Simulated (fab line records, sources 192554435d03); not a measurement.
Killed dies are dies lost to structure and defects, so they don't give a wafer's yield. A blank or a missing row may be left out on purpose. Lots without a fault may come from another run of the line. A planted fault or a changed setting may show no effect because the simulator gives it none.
Which tool did it? | flow n5_finfet | 11 lots, 33 wafers sampled, at 5 steps of a route of 1938

WHAT THE GAUGES READ, wafer by wafer
N5_BEOL_M6_CD_MEAS_35: target cd 40 nm, target cd y 28 nm.
lot  | measured     | on        | cd_nm (nm)
L270 | day 9 07:14  | cd_sem-03 | 41.1 41.0 40.8
L271 | day 9 07:25  | cd_sem-03 | 40.2 39.7 40.5
L272 | day 9 23:22  | cd_sem-03 | 40.4 39.8 40.7
L276 | day 11 01:41 | cd_sem-02 | 40.3 40.3 39.9
L277 | day 11 03:48 | cd_sem-02 | 40.0 39.8 39.8
L280 | day 11 12:11 | cd_sem-02 | 40.9 40.3 40.1
L286 | day 13 17:16 | cd_sem-02 | 40.2 40.4 40.1
L289 | day 14 01:28 | cd_sem-02 | 40.5 40.7 40.3
L287 | day 14 03:51 | cd_sem-03 | 39.9 39.8 40.2
L291 | day 14 04:07 | cd_sem-02 | 39.8 39.6 40.7
L290 | day 14 18:32 | cd_sem-02 | 41.1 40.1 40.6

N5_BEOL_M6_RS_MEAS_57: measures by four-point-probe.
lot  | measured     | on            | M6_RS (ohm/sq)
L270 | day 9 09:22  | film_metro-01 | 0.292 0.280 0.286
L271 | day 9 10:13  | film_metro-01 | 0.291 0.288 0.290
L272 | day 10 03:34 | film_metro-02 | 0.285 0.293 0.295
L276 | day 11 04:14 | film_metro-01 | 0.290 0.297 0.276
L277 | day 11 06:40 | film_metro-02 | 0.282 0.288 0.281
L280 | day 11 15:06 | film_metro-02 | 0.293 0.286 0.286
L286 | day 13 19:44 | film_metro-01 | 0.290 0.287 0.279
L289 | day 14 05:07 | film_metro-01 | 0.280 0.294 0.286
L287 | day 14 05:52 | film_metro-01 | 0.281 0.291 0.285
L291 | day 14 06:41 | film_metro-02 | 0.287 0.273 0.291
L290 | day 14 20:43 | film_metro-02 | 0.295 0.293 0.293

N5_BEOL_M6_INSPECT_58: inspects for defects (darkfield).
lot  | measured     | on                | raw_defect_count
L270 | day 9 09:23  | defect_inspect-01 | 95 82 83
L271 | day 9 10:14  | defect_inspect-01 | 119 108 80
L272 | day 10 03:35 | defect_inspect-02 | 91 70 65
L276 | day 11 04:15 | defect_inspect-02 | 87 63 52
L277 | day 11 06:41 | defect_inspect-02 | 92 100 80
L280 | day 11 15:08 | defect_inspect-02 | 46 57 37
L286 | day 13 19:46 | defect_inspect-01 | 48 58 40
L289 | day 14 05:08 | defect_inspect-02 | 64 85 59
L287 | day 14 05:55 | defect_inspect-02 | 79 85 80
L291 | day 14 06:43 | defect_inspect-01 | 97 92 109
L290 | day 14 20:44 | defect_inspect-01 | 61 64 60

WHICH TOOL RAN EACH LOT (tool, then ch and the chambers of the sampled wafers, then the start)
lot  | N5_BEOL_M6_PECVD_70             | N5_BEOL_M6_CMP_52
L270 | pecvd-01 ch 0,1,2, day 9 01:58  | cmp-01 ch 2,3, day 9 08:55
L271 | pecvd-03 ch 0,2, day 9 02:09    | cmp-03 ch 0,2,3, day 9 09:52
L272 | pecvd-01 ch 0,1,2, day 9 18:43  | cmp-01 ch 0,2,3, day 10 03:11
L276 | pecvd-01 ch 0,2, day 10 22:38   | cmp-03 ch 1,2,3, day 11 03:50
L277 | pecvd-01 ch 0,1,2, day 11 00:39 | cmp-02 ch 0,2, day 11 06:14
L280 | pecvd-01 ch 0,2, day 11 07:14   | cmp-01 ch 0,1,3, day 11 14:43
L286 | pecvd-02 ch 0,1,2, day 13 12:10 | cmp-01 ch 1,2,3, day 13 19:21
L289 | pecvd-02 ch 0,1,2, day 13 17:50 | cmp-02 ch 2,3, day 14 04:41
L287 | pecvd-03 ch 0,1, day 13 22:50   | cmp-01 ch 0,2, day 14 05:29
L291 | pecvd-01 ch 0,2, day 14 00:56   | cmp-03 ch 1,2, day 14 06:16
L290 | pecvd-03 ch 0,1,2, day 14 14:49 | cmp-03 ch 0,3, day 14 20:17
- N5_BEOL_M6_PECVD_70: deposits SiO2 from TEOS/O2, target thk 20 nm, time 22.7 s.
- N5_BEOL_M6_CMP_52: polishes, stops on SiCOH lowk, t overpolish 6.9 s, target thk 80 nm.

WHAT THE TOOLS THEMSELVES READ (means of the sampled wafers that have a number; where no wafer has one, the mark that the record gives instead)
N5_BEOL_M6_PECVD_70.
lot  | tool     | heater_power_w (W) | rf_fwd_power_W (W) | showerhead_plenum_p_Torr (Torr) | susceptor_temp_C (C) | throttle_valve_pct (%)
L270 | pecvd-01 | 632                | 444.2              | 8.80                            | 399.91               | 23.2
L271 | pecvd-03 | 710                | 445.7              | 8.73                            | 399.94               | 21.5
L272 | pecvd-01 | 684                | 443.1              | 8.80                            | 400.02               | 23.2
L276 | pecvd-01 | 649                | 442.5              | 8.83                            | 400.30               | 22.6
L277 | pecvd-01 | 679                | 444.5              | 8.80                            | 399.96               | 23.4
L280 | pecvd-01 | 643                | 444.2              | 8.79                            | 400.22               | 22.7
L286 | pecvd-02 | 652                | 444.1              | 8.74                            | 400.03               | 24.0
L289 | pecvd-02 | 629                | 444.7              | 8.75                            | 400.00               | 24.0
L287 | pecvd-03 | 679                | 443.8              | 8.81                            | 400.10               | 21.8
L291 | pecvd-01 | 629                | 444.9              | 8.80                            | 399.93               | 22.6
L290 | pecvd-03 | 678                | 445.0              | 8.77                            | 400.24               | 21.2

N5_BEOL_M6_CMP_52.
lot  | tool   | barrier_field_endpoint_s (s) | motor_current_A (A) | pad_life_wafers
L270 | cmp-01 | 28.8                         | 5.7                 | 1446
L271 | cmp-03 | 27.9                         | 6.3                 | 200
L272 | cmp-01 | 28.7                         | 5.8                 | 1610
L276 | cmp-03 | 30.2                         | 6.2                 | 584
L277 | cmp-02 | 29.9                         | 5.4                 | 2047
L280 | cmp-01 | 31.6                         | 5.8                 | 1934
L286 | cmp-01 | 29.1                         | 5.9                 | 218
L289 | cmp-02 | 28.4                         | 5.9                 | 396
L287 | cmp-01 | 28.6                         | 5.6                 | 308
L291 | cmp-03 | 28.8                         | 6.2                 | 1244
L290 | cmp-03 | 29.0                         | 6.3                 | 1328

THE ANSWER, worked out from the rows above alone
Rule: what is usual is taken from the lots themselves. Put in order of their means at a reading, lots are off if they are a third of the lots or fewer, leave a main group of 4 or more, and stand apart from it by a gap of 3 or more times the standard deviation of the main group's means; of several such gaps the widest counts. A main group whose means are all the same, to the digits that the tables above print for the reading, isn't used. A lot without any number at a reading at which 4 lots or more have one is off too. The other lots that the step has rows for count as sound. The gauges are gone through in route order, then the tools' own readings, and for those a lot's mean is taken as printed above. The first step at which some lot is off is used, and at that step the reading that is off furthest; a lot without a number counts as furthest.
No lot is off at any reading shown: from this, nothing can be told.

WHAT THE SIMULATOR HAD PUT IN
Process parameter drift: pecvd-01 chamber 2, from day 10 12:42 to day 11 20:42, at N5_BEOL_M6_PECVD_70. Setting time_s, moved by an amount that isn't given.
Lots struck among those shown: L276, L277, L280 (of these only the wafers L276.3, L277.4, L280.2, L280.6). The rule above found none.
